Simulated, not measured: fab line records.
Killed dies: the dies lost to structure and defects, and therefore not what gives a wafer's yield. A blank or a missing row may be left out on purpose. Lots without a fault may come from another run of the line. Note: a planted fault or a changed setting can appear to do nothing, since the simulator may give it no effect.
Matching of chambers + flow nand_harc + NHARC_P_M1_DEP_33 on pecvd-01 has 3 sister chambers
The step deposits SiCN, target thk 30 nm. 6 wafers are shown with their chamber, then 10 later ones without.

## WAFERS PAIRED WITH THEIR CHAMBERS
| wafer  | chamber | heater_power_w (W) |
|--------|---------|--------------------|
| L081.4 | 2       | 598                |
| L083.3 | 1       | 558                |
| L083.4 | 0       | 562                |
| L083.6 | 2       | 663                |
| L085.2 | 1       | 578                |
| L085.3 | 0       | 594                |

## WAFERS WHOSE CHAMBER IS MISSING
| wafer  | heater_power_w (W) |
|--------|--------------------|
| L085.6 | 594                |
| L088.2 | 576                |
| L088.5 | 585                |
| L088.6 | 663                |
| L092.2 | 617                |
| L092.4 | 510                |
| L092.6 | 617                |
| L097.1 | 599                |
| L097.3 | 702                |
| L097.5 | 698                |

## WHICH CHAMBER EACH ONE RAN IN
| wafer  | from the rows above          | in truth |
|--------|------------------------------|----------|
| L085.6 | can't be placed: 0 or 1 or 2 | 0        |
| L088.2 | can't be placed: 0 or 1 or 2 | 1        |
| L088.5 | can't be placed: 0 or 1 or 2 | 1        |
| L088.6 | can't be placed: 2 or 0      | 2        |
| L092.2 | can't be placed: 2 or 0 or 1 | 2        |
| L092.4 | can't be placed: 1 or 0      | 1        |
| L092.6 | can't be placed: 2 or 0 or 1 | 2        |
| L097.1 | can't be placed: 0 or 1 or 2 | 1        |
| L097.3 | can't be placed: 2 or 0      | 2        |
| L097.5 | can't be placed: 2 or 0      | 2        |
Placed correctly: 0 of 10. Can't be placed from these rows: 10 (the true chamber is among the candidates in 10). Placed wrongly: 0.
How it was worked out, from the rows above alone: a wafer's distance from a chamber is the root of the sum, over the readings, of the square of ((its reading less the chamber's mean) divided by the reading's scatter). The wafer belongs to the nearest chamber; if the next one is less than 2 further off, it can't be placed. For every chamber, the mean is computed from those of its wafers that are shown. The scatter: the root of (the sum of the squares of (reading less its chamber's mean) over the shown wafers, divided by (wafers less chambers)).
